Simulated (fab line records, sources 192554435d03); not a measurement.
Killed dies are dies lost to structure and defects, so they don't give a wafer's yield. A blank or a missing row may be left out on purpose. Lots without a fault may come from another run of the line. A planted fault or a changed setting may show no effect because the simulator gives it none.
Which tool did it? | flow n5_finfet | 24 lots, 72 wafers sampled, at 2 steps of a route of 1938

WHAT THE GAUGES READ, wafer by wafer
N5_BEOL_M11_CD_MEAS_18: pitch 140 nm, target cd 70 nm. Usual: cd_nm 70.1 nm, standard deviation 0.58.
lot  | measured     | on        | cd_nm (nm)     | flag
L075 | day 10 13:05 | cd_sem-01 | 69.3 69.6 69.4 |
L077 | day 10 13:20 | cd_sem-03 | 70.5 69.4 69.9 |
L074 | day 10 18:02 | cd_sem-03 | 70.1 70.2 70.2 |
L076 | day 10 23:13 | cd_sem-01 | 70.2 69.8 70.5 |
L078 | day 11 05:56 | cd_sem-01 | 70.8 70.6 70.3 |
L081 | day 11 14:36 | cd_sem-03 | 70.2 70.5 70.0 |
L080 | day 11 18:05 | cd_sem-01 | 70.2 70.6 70.4 |
L079 | day 11 18:21 | cd_sem-03 | 70.6 69.8 70.3 |
L082 | day 12 00:52 | cd_sem-01 | 70.1 70.3 70.8 |
L083 | day 12 15:25 | cd_sem-02 | 70.5 70.3 70.8 |
L084 | day 13 05:18 | cd_sem-03 | 71.5 70.4 71.4 |
L085 | day 13 05:41 | cd_sem-03 | 69.9 69.6 69.8 |
L086 | day 13 08:04 | cd_sem-02 | 69.6 69.5 70.0 |
L088 | day 13 11:08 | cd_sem-01 | 70.1 70.3 69.3 |
L087 | day 13 11:58 | cd_sem-03 | 71.9 70.7 70.4 |
L089 | day 13 21:18 | cd_sem-01 | 70.3 69.9 70.4 |
L090 | day 14 08:04 | cd_sem-01 | 70.7 70.2 70.7 |
L091 | day 14 08:22 | cd_sem-02 | 70.4 70.3 70.4 |
L092 | day 14 19:07 | cd_sem-01 | 69.1 69.8 69.6 |
L093 | day 15 03:06 | cd_sem-01 | 70.6 69.8 70.0 |
L094 | day 15 11:31 | cd_sem-03 | 71.2 70.5 71.0 |
L095 | day 16 02:41 | cd_sem-01 | 69.3 69.5 70.0 |
L096 | day 16 03:08 | cd_sem-03 | 69.6 69.4 69.4 |
L097 | day 16 06:11 | cd_sem-03 | 70.0 70.1 69.3 |

N5_BEOL_M11_CD_MEAS_28: target cd 70 nm. Usual: cd_nm 69.7 nm, standard deviation 0.75.
lot  | measured     | on        | cd_nm (nm)     | flag
L075 | day 10 16:08 | cd_sem-01 | 69.9 70.4 69.2 |
L077 | day 10 16:19 | cd_sem-01 | 68.5 69.3 69.7 |
L074 | day 10 18:19 | cd_sem-01 | 69.3 69.2 69.2 |
L076 | day 11 01:31 | cd_sem-02 | 69.9 69.3 68.6 |
L078 | day 11 09:19 | cd_sem-01 | 69.4 69.7 68.2 |
L081 | day 11 15:52 | cd_sem-01 | 69.6 70.5 69.8 |
L080 | day 11 19:54 | cd_sem-02 | 68.2 69.5 69.4 |
L079 | day 11 20:04 | cd_sem-01 | 68.8 69.2 69.3 |
L082 | day 12 01:54 | cd_sem-01 | 69.4 68.9 68.2 |
L083 | day 12 15:49 | cd_sem-02 | 69.7 69.0 69.6 |
L084 | day 13 06:35 | cd_sem-01 | 69.0 69.4 68.9 |
L085 | day 13 06:25 | cd_sem-03 | 69.6 69.1 69.2 |
L086 | day 13 08:38 | cd_sem-02 | 71.0 71.1 70.4 |
L088 | day 13 12:13 | cd_sem-02 | 70.1 69.1 69.3 |
L087 | day 13 12:23 | cd_sem-02 | 70.3 70.0 69.8 |
L089 | day 13 22:45 | cd_sem-03 | 71.1 70.8 71.4 |
L090 | day 14 10:29 | cd_sem-03 | 69.7 69.3 69.6 |
L091 | day 14 10:18 | cd_sem-01 | 69.2 69.8 69.9 |
L092 | day 14 20:21 | cd_sem-03 | 69.8 69.3 70.1 |
L093 | day 15 03:40 | cd_sem-03 | 70.9 71.9 70.6 |
L094 | day 15 11:58 | cd_sem-02 | 70.3 70.2 70.0 |
L095 | day 16 03:06 | cd_sem-01 | 70.4 68.9 69.1 |
L096 | day 16 03:34 | cd_sem-03 | 69.4 69.7 68.5 |
L097 | day 16 06:44 | cd_sem-02 | 70.3 69.8 70.2 |

WHICH TOOL RAN EACH LOT (tool, then ch and the chambers of the sampled wafers, then the start)
The record holds no process step before these readings.

WHAT THE TOOLS THEMSELVES READ (means of the sampled wafers that have a number; where no wafer has one, the mark that the record gives instead)
The record holds no such reading with a usual standard deviation.

THE ANSWER, worked out from the rows above alone
Rule: a lot is off if the mean of its wafers that have a number lies more than 3 standard deviations from the usual mean. A lot without any number at a reading at which 4 lots or more have one is off too. The other lots that the step has rows for count as sound. The gauges are gone through in route order, then the tools' own readings, and for those a lot's mean is taken as printed above. The first step at which some lot is off is used, and at that step the reading that is off furthest; a lot without a number counts as furthest.
No lot is off at any reading shown: from this, nothing can be told.

WHAT THE SIMULATOR HAD PUT IN
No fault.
